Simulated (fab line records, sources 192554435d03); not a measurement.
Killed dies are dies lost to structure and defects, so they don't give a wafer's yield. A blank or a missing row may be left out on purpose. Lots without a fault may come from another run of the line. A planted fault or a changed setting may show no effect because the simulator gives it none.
fab line records | flow n5_finfet
record lots=7 wafers=21
route steps=1938 shown PMOS_HMC_CHANNEL_EPI@69 FIN_SAQP@125 SD_EPI_N@263 SDB@348 GATE_CUT@480
start_h: hours from the record's first day to the start of the lot's first wafer shown | wait_h: hours since the lot's step before | " the same as in the row above | L1.1+2: a row that stands for several wafers | - no value, or no start given | * or withheld: withheld | < > ~ a bound
route shown NAME@n: a module of which the file shows steps, and the number in the route of the first | usual: mean/standard deviation of fault-free wafers | same: alike in all rows | chamber/n: place in a boat | sites: the reading at each site | _std_site: their standard deviation | _edge_site: outer sites' mean less inner sites' | radius_mm: how far each site lies from the wafer's centre | mask NAME#n: copy n | behind: the tool/chamber that last shaped the wafer | hold: why the lot was held/for how many hours/how that ended | device: the transistor (n, p or np) that didn't switch | end of line: the same wafers' tests at the end of the route | a step without rows: its recipe alone | killed: dies lost to structure and defects at the first sort, not the wafer's yield | map: a wafer's dies, x killed, . not, _ none there
set.NAME: the setting as run; set.NAME@STEP: as run at that earlier step | model.NAME: the simulator's own value behind a step, which no gauge read
lots whose settings were changed on purpose; a table a step, a row a wafer
## steps
# step N5_PMOS_HMC_CHANNEL_EPI_ETCH_32
# recipe chemistry=N2/H2 target=BARC stop_on=SiO2 target_depth_a=858 over_etch_frac=0.3 time_s=50.3 ion_energy_ev=200 mask_material=CAR-ArF-block pressure_mtorr=30 source_w=840 bias_w=150 n2_flow_sccm=200 h2_flow_sccm=200
# usual rf_vpp_V=523.6/2.2
# columns lot.wafer tool chamber start_h wait_h set.bias_w rf_vpp_V
L074.2 rie_diel-06 2 17.54 0.0 150 524.2
L074.3 " 0 " " 150 526.4
L074.5 " 2 " " 150 524.1
L078.2 rie_diel-04 3 41.89 0.0 150 526.3
L078.4 " 3 " " 150 528.0
L078.5 " 2 " " 150 523.0
L082.1 rie_diel-06 2 65.25 0.0 133.4 485.2
L082.3 " 0 " " 133.4 489.0
L082.5 " 0 " " 150 525.5
L088.3 rie_diel-03 2 102.03 0.0 150 526.5
L088.4 " 2 " " 133 485.6
L088.6 " 3 " " 150 524.8
L094.1 rie_diel-04 0 137.73 0.0 169.4 564.7
L094.5 " 1 " " 150 521.3
L094.6 " 0 " " 150 524.8
L095.1 rie_diel-04 3 144.57 0.0 150 527.4
L095.2 " 0 " " 150 524.5
L095.4 " 1 " " 150 521.7
L096.4 rie_diel-06 1 149.48 0.0 150 521.8
L096.5 " 1 " " 150 522.0
L096.6 " 2 " " 150 524.3
# step N5_FIN_SAQP_SPACER1_ALD_24
# recipe material=SiO2 target_thk_a=203 temp_c=300 ald_precursor_family=BDEAS ald_co_reactant=O2-plasma pulse_time_s=1 purge_time_s=2 co_reactant_purge_time_s=2 ald_cycles=218 pressure_torr=2
# columns lot.wafer tool chamber start_h wait_h set.ald_cycles model.SiO2_of_FIN_SAQP_SPACER1_ALD_24.thk_nm
L074.2+5 ald_sin-04 2,1 24.48 0.3 198 18.4
L074.3 " 1 " " 218 20.2
L078.2+4+5 ald_sin-01 2,1,2 47.61 0.5 218 20.4
L082.1+5 ald_sin-01 2 70.47 0.3 218 20.4
L082.3 " 1 " " 218 20.2
L088.3 ald_sin-04 1 107.86 0.1 248 23
L088.4+6 " 3 " " 248 23.2
L094.1 ald_sin-01 2 144.55 1.6 218 20.6
L094.5 " 0 " " 218 20.4
L094.6 " 1 " " 253 23.6
L095.1 ald_sin-01 2 151.65 0.9 218 20.6
L095.2+4 " 0,3 " " 218 20.2
L096.4 ald_sin-03 2 155.21 0.1 218 20.4
L096.5 " 0 " " 218 20.2
L096.6 " 1 " " 207 19.2
# step N5_FIN_SAQP_SPACER1_ETCHBACK_25
# recipe chemistry=CHF3/O2 mode=anisotropic_etchback target=SiO2 target_depth_a=244 time_s=12.2 pressure_mtorr=30 source_w=650 bias_w=170 Ar_flow_sccm=200 CHF3_flow_sccm=50 O2_flow_sccm=5 ion_energy_ev=200
# step N5_FIN_SAQP_MANDREL1_REMOVE_56
# recipe chemistry=HBr/Cl2/O2 bt_time_s=10 target=a-Si stop_on=SiNx endpoint=OES-SiCl over_etch_frac=1 icp_w=600 bias_w=22 HBr_flow_sccm=150 Cl2_flow_sccm=80 O2_flow_sccm=5 pressure_mtorr=10
# columns lot.wafer tool chamber start_h wait_h set.ald_cycles@FIN_SAQP_SPACER1_ALD_24 model.FIN_SAQP.cd_nm
L074.2 rie_si-02 3 25.28 0.1 198 18.4
L074.3 " 1 " " 218 20.2
L074.5 " 2 " " 198 18.6
L078.2+5 rie_si-04 1,3 48.41 0.1 218 20.4
L078.4 " 2 " " 218 20.2
L082.1+5 rie_si-03 0,1 71.52 0.1 218 20.4
L082.3 " 1 " " 218 20.2
L088.3 rie_si-04 3 108.66 0.1 248 23
L088.4+6 " 1,3 " " 248 23.2
L094.1 rie_si-03 3 145.35 0.1 218 20.4
L094.5 " 1 " " 218 20.2
L094.6 " 2 " " 253 23.4
L095.1+2 rie_si-04 2,3 152.46 0.1 218 20.4
L095.4 " 1 " " 218 20.2
L096.4+5 rie_si-03 3,0 156.01 0.1 218 20.2
L096.6 " 1 " " 207 19.2
# step N5_FIN_SAQP_CD_MEAS_27
# recipe target_cd_nm=20 landing_energy_ev=1000 detector=se_inlens polarity=line
# usual cd_nm=20.29/0.26
# columns lot.wafer tool chamber start_h wait_h set.ald_cycles@FIN_SAQP_SPACER1_ALD_24 cd_nm
L074.2 cd_sem-03 0 25.39 0.1 198 18.43
L074.3 " 0 " " 218 20.24
L074.5 " 0 " " 198 18.42
L078.2 cd_sem-03 0 48.52 0.1 218 19.96
L078.4 " 0 " " 218 20.00
L078.5 " 0 " " 218 20.17
L082.1 cd_sem-01 0 71.63 0.1 218 20.57
L082.3 " 0 " " 218 20.21
L082.5 " 0 " " 218 20.33
L088.3 cd_sem-01 0 108.78 0.1 248 22.79
L088.4 " 0 " " 248 23.02
L088.6 " 0 " " 248 22.88
L094.1 cd_sem-03 0 145.46 0.1 218 20.46
L094.5 " 0 " " 218 20.45
L094.6 " 0 " " 253 23.46
L095.1 cd_sem-01 0 152.57 0.1 218 20.29
L095.2 " 0 " " 218 20.63
L095.4 " 0 " " 218 20.12
L096.4 cd_sem-01 0 156.13 0.1 218 20.68
L096.5 " 0 " " 218 20.23
L096.6 " 0 " " 207 19.25
# step N5_SD_EPI_N_COAT_33
# recipe resist=SiARC temp_c=220 time_s=60 spin_rpm=1500 resist_thk_nm=35
# columns lot.wafer tool chamber start_h wait_h set.spin_rpm model.SiARC_of_SD_EPI_N_COAT_33.thk_nm
L074.2 litho_track-04 0 - - 1356 37
L074.3+5 " 0 " " 1500 35.2
L078.2 litho_track-05 0 - - 1500 35
L078.4+5 " 0 " " 1500 35.2
L082.1+3 litho_track-04 0 - - 1557 34.2
L082.5 " 0 " " 1557 34.4
L088.3+4 litho_track-04 0 - - 1576 34.2
L088.6 " 0 " " 1500 35
L094.1+5+6 litho_track-03 0 - - 1500 35
L095.1+2 litho_track-05 0 - - 1500 35
L095.4 " 0 " " 1500 34.8
L096.4 litho_track-05 0 - - 1426 36.2
L096.5+6 " 0 " " 1426 36
# step N5_SD_EPI_N_PEB_07
# recipe peb_temp_c=110 peb_time_s=60 resist=CAR-ArF-block
# columns lot.wafer tool chamber start_h wait_h set.peb_temp_c
L074.2+5 litho_track-04 0 49.73 0.0 110
L074.3 " 0 " " 108.7
L078.2+4+5 litho_track-05 0 72.66 0.0 110
L082.1+5 litho_track-05 0 95.29 0.1 110
L082.3 " 0 " " 107.8
L088.3 litho_track-04 0 135.49 0.0 108.5
L088.4+6 " 0 " " 110
L094.1+5 litho_track-05 0 169.44 0.1 112.8
L094.6 " 0 " " 110
L095.1+2+4 litho_track-03 0 176.70 0.1 110
L096.4+6 litho_track-05 0 182.12 0.0 106.9
L096.5 " 0 " " 110
# step N5_SD_EPI_N_DEVELOP_08
# recipe develop_time_s=30 developer=TMAH resist=CAR-ArF-block dev_temp_c=23 rinse_liquid=diw dry=air_spin
# step N5_SD_EPI_N_CD_MEAS_09
# recipe target_cd_nm=120 landing_energy_ev=500 detector=se_inlens
# usual cd_nm=119.6/0.75
# columns lot.wafer tool chamber start_h wait_h set.peb_temp_c@SD_EPI_N_PEB_07 cd_nm
L074.2 cd_sem-02 0 49.80 - 110 120.3
L074.3 " 0 " " 108.7 117.3
L074.5 " 0 " " 110 119.1
L078.2 cd_sem-01 0 72.73 - 110 119.5
L078.4 " 0 " " 110 119.7
L078.5 " 0 " " 110 120.0
L082.1 cd_sem-02 0 95.36 - 110 120.0
L082.3 " 0 " " 107.8 113.4
L082.5 " 0 " " 110 120.2
L088.3 cd_sem-02 0 135.56 - 108.5 116.6
L088.4 " 0 " " 110 119.5
L088.6 " 0 " " 110 120.0
L094.1 cd_sem-03 0 169.51 - 112.8 125.7
L094.5 " 0 " " 112.8 126.5
L094.6 " 0 " " 110 120.0
L095.1 cd_sem-02 0 176.77 - 110 118.0
L095.2 " 0 " " 110 118.8
L095.4 " 0 " " 110 119.9
L096.4 cd_sem-02 0 182.19 - 106.9 112.2
L096.5 " 0 " " 110 120.4
L096.6 " 0 " " 106.9 111.7
# step N5_SD_EPI_N_DESCUM_14
# recipe chemistry=O2 time_s=7.9 source_power_w=50 bias_power_w=20 pressure_mtorr=20 rf_frequency_hz=2.712e+07 temp_c=40 resist=CAR-ArF-block o2_flow_sccm=225
# columns lot.wafer tool chamber start_h wait_h set.peb_temp_c@SD_EPI_N_PEB_07 model.SD_EPI_N.cd_nm
L074.2 rie_diel-01 3 50.12 0.3 110 120
L074.3 " 0 " " 108.7 117
L074.5 " 2 " " 110 119.4
L078.2 rie_diel-05 3 72.81 0.0 110 119.8
L078.4 " 0 " " 110 119.4
L078.5 " 2 " " 110 120.4
L082.1 rie_diel-05 3 95.45 0.0 110 120.2
L082.3 " 1 " " 107.8 113
L082.5 " 3 " " 110 120
L088.3 rie_diel-05 3 135.64 0.0 108.5 116.4
L088.4 " 0 " " 110 119
L088.6 " 1 " " 110 119.8
L094.1 rie_diel-05 0 169.94 0.4 112.8 125.6
L094.5 " 2 " " 112.8 127
L094.6 " 3 " " 110 120.2
L095.1 rie_diel-02 0 176.87 0.0 110 118.4
L095.2 " 3 " " 110 118.8
L095.4 " 2 " " 110 120
L096.4 rie_diel-05 0 182.27 0.0 106.9 112
L096.5 " 1 " " 110 120.4
L096.6 " 2 " " 106.9 112.2
# step N5_SD_EPI_N_ETCH_34
# recipe chemistry=CF4 target=SiARC target_depth_a=455 mask_material=CAR-ArF-block time_s=75.8 ion_energy_ev=80 pressure_mtorr=40 source_w=545 bias_w=36 Ar_flow_sccm=100 cf4_flow_sccm=100 ends=cleared
# columns lot.wafer tool chamber start_h wait_h set.spin_rpm@SD_EPI_N_COAT_33 set.peb_temp_c@SD_EPI_N_PEB_07 model.SD_EPI_N.cd_nm model.etch.depth_nm model.CAR-ArF-block_of_SD_EPI_N_COAT_03.thk_nm
L074.2 rie_diel-01 3 50.15 0.0 1356 110 120.2 36.98 108.6
L074.3 " 0 " " 1500 108.7 116.8 35.16 110.6
L074.5 " 2 " " 1500 110 119.2 35.19 110.4
L078.2 rie_diel-05 3 72.85 0.0 1500 110 119.8 35.09 111.6
L078.4 " 0 " " 1500 110 119.4 35.16 111.2
L078.5 " 2 " " 1500 110 120.2 35.13 111.4
L082.1 rie_diel-05 3 95.48 0.0 1557 110 120 34.29 111.8
L082.3 " 1 " " 1557 107.8 113.2 34.29 111.8
L082.5 " 3 " " 1557 110 120 34.42 111.8
L088.3 rie_diel-05 3 135.68 0.0 1576 108.5 116.6 34.24 112
L088.4 " 0 " " 1576 110 118.8 34.16 112
L088.6 " 1 " " 1500 110 119.8 34.94 111.4
L094.1 rie_diel-05 0 169.98 0.0 1500 112.8 125.6 34.99 111.4
L094.5 " 2 " " 1500 112.8 127 35.01 111.2
L094.6 " 3 " " 1500 110 120.4 34.92 111
L095.1 rie_diel-02 0 176.90 0.0 1500 110 118.2 34.97 112
L095.2 " 3 " " 1500 110 118.8 35.07 112
L095.4 " 2 " " 1500 110 120 34.89 112
L096.4 rie_diel-05 0 182.31 0.0 1426 106.9 112.2 36.13 110
L096.5 " 1 " " 1426 110 120.4 36.03 111
L096.6 " 2 " " 1426 106.9 112.2 36.07 110.8
# step N5_SD_EPI_N_ETCH_35
# recipe chemistry=N2/H2 target=SOC overetch_a=1080 mask_material=SiARC temp_c=40 ion_energy_ev=100 source_w=3000 bias_w=133 pressure_mtorr=20 time_s=486 n2_flow_sccm=200 h2_flow_sccm=200
# columns lot.wafer tool chamber start_h wait_h set.peb_temp_c@SD_EPI_N_PEB_07 model.SD_EPI_N.cd_nm
L074.2 rie_diel-01 3 50.21 0.0 110 119.8
L074.3 " 0 " " 108.7 115.8
L074.5 " 2 " " 110 123.6
L078.2 rie_diel-05 3 72.91 0.0 110 119.6
L078.4 " 0 " " 110 118.4
L078.5 " 2 " " 110 119
L082.1 rie_diel-05 3 95.54 0.0 110 120.2
L082.3 " 1 " " 107.8 111.6
L082.5 " 3 " " 110 120.8
L088.3 rie_diel-05 3 135.73 0.0 108.5 115.6
L088.4 " 0 " " 110 118
L088.6 " 1 " " 110 116.6
L094.1 rie_diel-05 0 170.03 0.0 112.8 126.8
L094.5 " 2 " " 112.8 125.8
L094.6 " 3 " " 110 120.2
L095.1 rie_diel-02 0 176.96 0.0 110 119.4
L095.2 " 3 " " 110 117.4
L095.4 " 2 " " 110 120.2
L096.4 rie_diel-05 0 182.37 0.0 106.9 111.4
L096.5 " 1 " " 110 119.4
L096.6 " 2 " " 106.9 111
# step N5_SDB_COAT_03
# recipe resist=SOC temp_c=250 time_s=60 spin_rpm=1500 resist_thk_nm=100
# columns lot.wafer tool chamber start_h wait_h set.spin_rpm model.SOC_of_SDB_COAT_03.thk_nm
L074.2+3 litho_track-01 0 67.19 0.1 1638 96
L074.5 " 0 " " 1500 100.4
L078.2+4 litho_track-05 0 90.35 0.1 1500 100.2
L078.5 " 0 " " 1500 100.4
L082.1 litho_track-01 0 112.10 0.1 1500 100
L082.3+5 " 0 " " 1580 97.4
L088.3 litho_track-05 0 151.94 0.1 1568 97.8
L088.4 " 0 " " 1500 100.2
L088.6 " 0 " " 1568 98
L094.1 litho_track-01 0 185.82 0.1 1594 97.2
L094.5+6 " 0 " " 1500 99.8
L095.1+2+4 litho_track-05 0 193.60 0.1 1500 100
L096.4 litho_track-05 0 202.65 0.0 1500 100.2
L096.5 " 0 " " 1500 100.6
L096.6 " 0 " " 1500 100
# step N5_SDB_ETCH_17
# recipe chemistry=CF4 target=SiARC target_depth_a=234 mask_material=CAR-ArF time_s=39 ion_energy_ev=80 pressure_mtorr=40 source_w=545 bias_w=36 Ar_flow_sccm=100 cf4_flow_sccm=100 ends=cleared
# usual rf_vpp_V=183.8/1.2
# columns lot.wafer tool chamber start_h wait_h set.bias_w rf_vpp_V
L074.2 rie_diel-05 0 67.81 0.0 36 184.6
L074.3 " 1 " " 36 184.9
L074.5 " 1 " " 36 184.6
L078.2 rie_diel-02 0 90.93 0.0 36 184.2
L078.4 " 1 " " 36 184.5
L078.5 " 1 " " 36 182.6
L082.1 rie_diel-01 1 112.47 0.0 36 185.3
L082.3 " 3 " " 33.73 176.5
L082.5 " 3 " " 36 184.7
L088.3 rie_diel-02 3 152.43 0.0 36 184.3
L088.4 " 2 " " 36 182.9
L088.6 " 3 " " 36 184.8
L094.1 rie_diel-05 3 186.32 0.0 36 185.9
L094.5 " 1 " " 36 185.8
L094.6 " 2 " " 34.3 176.8
L095.1 rie_diel-01 0 194.10 0.0 41.53 200.2
L095.2 " 3 " " 36 185.6
L095.4 " 2 " " 41.53 200.5
L096.4 rie_diel-02 3 203.17 0.0 36 182.7
L096.5 " 0 " " 30.48 163.8
L096.6 " 1 " " 30.48 166.3
# step N5_SDB_ETCH_18
# recipe chemistry=N2/H2 target=SOC target_depth_a=1000 overetch_a=200 mask_material=SiARC temp_c=40 time_s=150 ion_energy_ev=200 pressure_mtorr=30 source_w=840 bias_w=150 n2_flow_sccm=200 h2_flow_sccm=200
# columns lot.wafer tool chamber start_h wait_h set.spin_rpm@SDB_COAT_03 model.etch.depth_nm
L074.2 rie_diel-05 0 67.85 0.0 1638 95.92
L074.3 " 1 " " 1638 96.03
L074.5 " 1 " " 1500 100.3
L078.2 rie_diel-02 0 90.97 0.0 1500 100.3
L078.4 " 1 " " 1500 100.2
L078.5 " 1 " " 1500 100.4
L082.1 rie_diel-01 1 112.50 0.0 1500 100
L082.3 " 3 " " 1580 97.42
L082.5 " 3 " " 1580 97.37
L088.3 rie_diel-02 3 152.47 0.0 1568 97.74
L088.4 " 2 " " 1500 100.3
L088.6 " 3 " " 1568 98.07
L094.1 rie_diel-05 3 186.35 0.0 1594 97.13
L094.5 " 1 " " 1500 99.76
L094.6 " 2 " " 1500 99.78
L095.1 rie_diel-01 0 194.13 0.0 1500 99.9
L095.2 " 3 " " 1500 100.1
L095.4 " 2 " " 1500 100
L096.4 rie_diel-02 3 203.21 0.0 1500 100.2
L096.5 " 0 " " 1500 100.6
L096.6 " 1 " " 1500 100
# step N5_SDB_STRIP_19
# recipe chemistry=N2/H2 temp_c=40 n2_flow_sccm=200 h2_flow_sccm=200 rf_frequency_hz=6e+07
# step N5_SDB_STRIP_21
# recipe chemistry=CF4 resist=SiARC power_w=300 bias_power_w=75 pressure_mtorr=50 cf4_flow_sccm=150 rf_frequency_hz=6e+07
# step N5_SDB_HM_OPEN_20
# recipe chemistry=CH3F/O2 target=SiNx mask_material=SOC target_depth_a=240 stop_on=poly-Si over_etch_frac=0.4 ion_energy_ev=120 pressure_mtorr=30 source_w=395 bias_w=73 Ar_flow_sccm=150 CH3F_flow_sccm=30 O2_flow_sccm=20
# columns lot.wafer tool chamber start_h wait_h set.spin_rpm@SDB_COAT_03 model.SOC_of_SDB_COAT_03.thk_nm
L074.2 rie_diel-05 0 68.00 0.0 1638 80
L074.3 " 1 " " 1638 80.2
L074.5 " 1 " " 1500 84.6
L078.2+5 rie_diel-02 0,1 91.13 0.0 1500 84.4
L078.4 " 1 " " 1500 84.2
L082.1 rie_diel-01 1 112.66 0.0 1500 84.4
L082.3+5 " 3 " " 1580 81
L088.3 rie_diel-02 3 152.62 0.0 1568 81.6
L088.4 " 2 " " 1500 84.2
L088.6 " 3 " " 1568 81.8
L094.1 rie_diel-05 3 186.51 0.0 1594 81
L094.5 " 1 " " 1500 84
L094.6 " 2 " " 1500 83.6
L095.1 rie_diel-01 0 194.29 0.0 1500 83.6
L095.2+4 " 3,2 " " 1500 83.8
L096.4+6 rie_diel-02 3,1 203.36 0.0 1500 84.2
L096.5 " 0 " " 1500 84.8
# step N5_SDB_STRIP_22
# recipe chemistry=N2/H2 power_w=1000 temp_c=250 h2_frac=0.65 overash_fraction=0.3 pressure_mtorr=withheld n2_flow_sccm=1750 h2_flow_sccm=3250
# usual strip_time_to_endpoint_s=96.2/0.35
# columns lot.wafer tool chamber start_h wait_h set.spin_rpm@SDB_COAT_03 strip_time_to_endpoint_s
L074.2 plasma_asher-02 1 68.08 0.1 1638 92.5
L074.3 " 1 " " 1638 92.6
L074.5 " 0 " " 1500 96.8
L078.2 plasma_asher-02 0 91.21 0.1 1500 96.6
L078.4 " 0 " " 1500 96.4
L078.5 " 1 " " 1500 96.7
L082.1 plasma_asher-01 1 112.74 0.1 1500 96.6
L082.3 " 0 " " 1580 93.5
L082.5 " 0 " " 1580 93.3
L088.3 plasma_asher-02 0 152.75 0.1 1568 93.9
L088.4 " 1 " " 1500 96.5
L088.6 " 1 " " 1568 94.2
L094.1 plasma_asher-01 1 186.59 0.1 1594 93.4
L094.5 " 0 " " 1500 96.1
L094.6 " 1 " " 1500 95.9
L095.1 plasma_asher-01 0 194.37 0.1 1500 95.9
L095.2 " 1 " " 1500 95.9
L095.4 " 0 " " 1500 95.9
L096.4 plasma_asher-01 0 203.49 0.1 1500 96.3
L096.5 " 0 " " 1500 97.0
L096.6 " 1 " " 1500 96.5
# step N5_GATE_CUT_COAT_27
# recipe resist=underlayer temp_c=205 time_s=60 spin_rpm=1500 resist_thk_nm=10
# columns lot.wafer tool chamber start_h wait_h set.spin_rpm model.underlayer_of_GATE_CUT_COAT_27.thk_nm
L074.2+3+5 litho_track-02 0 - - 1382 10.4
L078.2+4+5 litho_track-02 0 - - 1500 10
L082.1+3 litho_track-01 0 - - 1500 10
L082.5 " 0 " " 1337 10.6
L088.3+6 litho_track-02 0 - - 1500 10
L088.4 " 0 " " 1605 9.6
L094.1+5 litho_track-01 0 - - 1589 9.8
L094.6 " 0 " " 1500 10
L095.1+2 litho_track-03 0 - - 1392 10.4
L095.4 " 0 " " 1500 10
L096.4+6 litho_track-02 0 - - 1500 10
L096.5 " 0 " " 1378 10.4
## key
split step=N5_PMOS_HMC_CHANNEL_EPI_ETCH_32 setting=bias_w stated=150 by=wafer
response step=N5_PMOS_HMC_CHANNEL_EPI_ETCH_32 reading=rf_vpp_V change=+3.39 per=1% r=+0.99
split step=N5_FIN_SAQP_SPACER1_ALD_24 setting=ald_cycles stated=218 by=wafer
response step=N5_FIN_SAQP_SPACER1_ALD_24 reading=model.SiO2_of_FIN_SAQP_SPACER1_ALD_24.thk_nm change=+0.196 per=1% r=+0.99
response step=N5_FIN_SAQP_MANDREL1_REMOVE_56 reading=model.FIN_SAQP.cd_nm change=+0.192 per=1% r=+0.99
response step=N5_FIN_SAQP_CD_MEAS_27 reading=cd_nm change=+0.193 per=1% r=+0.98
split step=N5_SD_EPI_N_COAT_33 setting=spin_rpm stated=1500 by=wafer
response step=N5_SD_EPI_N_COAT_33 reading=model.SiARC_of_SD_EPI_N_COAT_33.thk_nm change=-0.181 per=1% r=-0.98
response step=N5_SD_EPI_N_ETCH_34 reading=model.etch.depth_nm change=-0.179 per=1% r=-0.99
response step=N5_SD_EPI_N_ETCH_34 reading=model.CAR-ArF-block_of_SD_EPI_N_COAT_03.thk_nm change=+0.181 per=1% r=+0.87
split step=N5_SD_EPI_N_PEB_07 setting=peb_temp_c stated=110 by=wafer
response step=N5_SD_EPI_N_CD_MEAS_09 reading=cd_nm change=+2.75 per=1% r=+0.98
response step=N5_SD_EPI_N_DESCUM_14 reading=model.SD_EPI_N.cd_nm change=+2.79 per=1% r=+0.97
response step=N5_SD_EPI_N_ETCH_34 reading=model.SD_EPI_N.cd_nm change=+2.71 per=1% r=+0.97
response step=N5_SD_EPI_N_ETCH_35 reading=model.SD_EPI_N.cd_nm change=+3.03 per=1% r=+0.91
split step=N5_SDB_COAT_03 setting=spin_rpm stated=1500 by=wafer
response step=N5_SDB_COAT_03 reading=model.SOC_of_SDB_COAT_03.thk_nm change=-0.469 per=1% r=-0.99
response step=N5_SDB_ETCH_18 reading=model.etch.depth_nm change=-0.47 per=1% r=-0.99
response step=N5_SDB_HM_OPEN_20 reading=model.SOC_of_SDB_COAT_03.thk_nm change=-0.511 per=1% r=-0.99
response step=N5_SDB_STRIP_22 reading=strip_time_to_endpoint_s change=* per=1% r=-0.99
split step=N5_SDB_ETCH_17 setting=bias_w stated=36 by=wafer
response step=N5_SDB_ETCH_17 reading=rf_vpp_V change=+1.11 per=1% r=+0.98
split step=N5_GATE_CUT_COAT_27 setting=spin_rpm stated=1500 by=wafer
response step=N5_GATE_CUT_COAT_27 reading=model.underlayer_of_GATE_CUT_COAT_27.thk_nm change=-0.052 per=1% r=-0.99
